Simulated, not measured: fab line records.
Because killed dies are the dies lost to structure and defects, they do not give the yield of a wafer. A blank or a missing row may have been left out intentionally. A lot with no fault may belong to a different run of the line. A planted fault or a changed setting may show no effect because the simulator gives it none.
Chamber matching ; flow nand_harc ; NHARC_A_CHANNEL_HOLE_D1_DEP_01 on pecvd-03 has 3 sister chambers
The step deposits SiON, target thk 140 nm. 22 wafers are shown with their chamber, then 11 later ones without.

## EACH WAFER AND ITS CHAMBER
wafer;chamber;heater_power_w (W)
L074.1;0;674
L074.3;1;903
L074.6;2;698
L076.1;2;724
L076.2;0;607
L076.3;1;884
L078.2;2;735
L078.3;1;779
L078.5;2;739
L079.2;2;736
L079.3;1;863
L079.5;0;680
L082.1;1;783
L082.4;1;797
L082.6;2;762
L085.2;2;770
L085.5;1;845
L085.6;2;779
L087.2;2;731
L087.3;1;835
L087.4;1;850
L088.3;1;919

SIGNATURES (means of the wafers above)
reading;chamber 0;chamber 1;chamber 2;scatter within a chamber
heater_power_w;653.67;845.80;741.56;39.5
Rule: for a wafer and a chamber, the distance is found by dividing, reading by reading, the gap between the wafer's reading and the chamber's mean by the reading's scatter, squaring, summing and taking the root. If the next closest chamber is less than 2 further off than the closest, the wafer can't be placed; otherwise it belongs to the closest. How the scatter is found: for the shown wafers, subtract from each reading the mean of its chamber, square and add these, divide the total by (wafers less chambers), then take the root.

## WAFERS WHOSE CHAMBER IS MISSING
wafer;heater_power_w (W)
L088.4;731
L088.6;599
L090.4;828
L090.5;595
L090.6;692
L095.1;614
L095.4;723
L095.5;620
L096.1;584
L096.5;829
L096.6;653

## EACH ONE'S CHAMBER
wafer;from the rows above;in truth
L088.4;can't be placed: 2 or 0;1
L088.6;0;0
L090.4;can't be placed: 1 or 2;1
L090.5;0;0
L090.6;can't be placed: 0 or 2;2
L095.1;0;0
L095.4;can't be placed: 2 or 0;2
L095.5;0;0
L096.1;0;0
L096.5;can't be placed: 1 or 2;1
L096.6;0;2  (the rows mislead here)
Placed correctly: 5 of 11. Not placeable from these rows: 5 (in 4, the candidates include the true chamber). 1 placed wrongly.
